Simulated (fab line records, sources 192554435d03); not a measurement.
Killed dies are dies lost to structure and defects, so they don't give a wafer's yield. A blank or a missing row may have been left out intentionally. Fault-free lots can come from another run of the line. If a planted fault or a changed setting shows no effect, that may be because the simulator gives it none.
Comparing a struck lot with a sound one || flow n5 finfet || 19 steps out of a route of 1938
Sound: wafers L350.3, L350.4, L350.5. Struck: wafer L336.4 (left out: L336.2, L336.3 of the same lot, which were not struck); the cause appears at the end.
For every step that has rows: the tool of each side, followed by ch and its chambers, followed by its first start. Under that, the readings that differ: sound wafers || struck wafers || difference of the means || sigmas: that difference in standard deviations of wafers without a fault.
alike: a reading whose means differ by less than 2 such deviations, as well as words and numbers matching on both sides. not compared: withheld readings; readings where some wafer has no value; bounds like >300 that might hide an equal value; numbers whose values overlap and for which the record gives no deviation.
A row with sigmas, a row that says differs or no value, or rows on one side alone: a step with any of these is where the two part. When numbers do not overlap yet have no deviation, they are printed without sigmas and do not part them. A reading that every wafer of one side lacks parts them only if that side has two wafers or more.

N5_PASSIVATION_STRIP_14: strips in O2.
  sound on rie diel-03 ch 0,1,2, day 17 14:37; struck on rie diel-01 ch 0, day 14 17:05
{"reading": "drypump motor current A (A)", "sound": "5.4 5.9 5.1", "struck": 6.4, "difference": "+0.9", "sigmas": "+2"}
{"reading": "oes product au (a.u.)", "sound": "0.97 0.85 0.88", "struck": 0.69, "difference": -0.21, "sigmas": -2}
  alike: rf vpp V, showerhead plenum p Torr, throttle valve pct
  not compared: rf hours counter h
N5_PASSIVATION_ETCH_15: etches SiCN in CF4/N2, target depth 75 nm, time 81.2 s.
  sound: rie diel-03 ch 0,1,2; struck: rie diel-01 ch 0
{"reading": "drypump motor current A (A)", "sound": "5.4 5.8 5.1", "struck": 6.4, "difference": "+1.0", "sigmas": "+2"}
  alike: oes product au, rf vpp V, showerhead plenum p Torr, throttle valve pct
  not compared: rf hours counter h
then, 3 steps without rows for these wafers: N5_PASSIVATION_STRIP_73 (strips in post etch residue remover, time 60 s); N5_PASSIVATION_SRD_17 (time 30 s, dry time 30 s); N5_PASSIVATION_DEGAS_18 (time 60 s).
N5_PASSIVATION_PRE_CLEAN_19:
  struck on pvd sputter-01, day 14 17:40; sound on pvd sputter-02, day 17 16:02
{"reading": "heater power w (W)", "sound": "464 485 491", "struck": 566, "difference": "+86", "sigmas": "+2"}
  not compared: susceptor temp C
N5_PASSIVATION_SPUTTER_20: material TaN, target thk 50 nm.
  struck on pvd sputter-01, day 14 17:43; sound on pvd sputter-02, day 17 16:05
  alike: susceptor temp C, throttle valve pct
N5_PASSIVATION_AL_DEP_21: deposits Al, target thk 2800 nm, time 170 s.
  struck on pvd sputter-01, day 14 17:49; sound on pvd sputter-02, day 17 16:11
  alike: susceptor temp C, throttle valve pct
then, 4 steps without rows for these wafers: N5_PASSIVATION_HMDS_23 (time 60 s); N5_PASSIVATION_COAT_24; N5_PASSIVATION_EBR_26; N5_PASSIVATION_SOFTBAKE_25 (time 90 s).
N5_PASSIVATION_EXPOSE_27: exposes mask PAD, defocus 0 nm.
  sound on krf scanner-01 ch 0, day 17 16:29; struck on krf scanner-02 ch 0, day 14 18:07
  alike: mask, exposure dose mJ cm2
then, 3 steps without rows for these wafers: N5_PASSIVATION_PEB_28; N5_PASSIVATION_DEVELOP_29 (develop time 60 s); N5_PASSIVATION_HARDBAKE_31 (time 120 s).
N5_PASSIVATION_CD_MEAS_30 targets a cd of 4000 nm.
  sound on cd sem-03 ch 0, day 17 16:39; struck on cd sem-02 ch 0, day 14 18:17
{"reading": "cd nm (nm)", "sound": "4002.4 4000.3 3997.5", "struck": 4040.1, "difference": "+40.0", "sigmas": "+17"}
N5_PASSIVATION_OVL_MEAS_63:
  sound on overlay-02 ch 0, day 17 16:41; struck on overlay-02 ch 0, day 14 18:19
  alike: PAD_OVL
N5_PASSIVATION_PROBE_49:
  struck on prober-01, day 14 23:20; sound on prober-02, day 17 22:15
{"reading": "killed short", "sound": "16 29 33", "struck": 44, "difference": "+18", "sigmas": "+2"}
  alike: defect limited yield, killed_at_M0_to_M3, killed_at_M4_up, killed at contacts, killed at front end, killed at other, killed dies, killed open, sort_bin_4_leakage, sort_bin_5_function, sort_bin_6_memory, sort n pass, sort yield pct

== WHERE THEY PART ==
Earliest at N5_PASSIVATION_STRIP_14; latest, in this record, at N5_PASSIVATION_PROBE_49.

WHY: the cause the simulator had injected
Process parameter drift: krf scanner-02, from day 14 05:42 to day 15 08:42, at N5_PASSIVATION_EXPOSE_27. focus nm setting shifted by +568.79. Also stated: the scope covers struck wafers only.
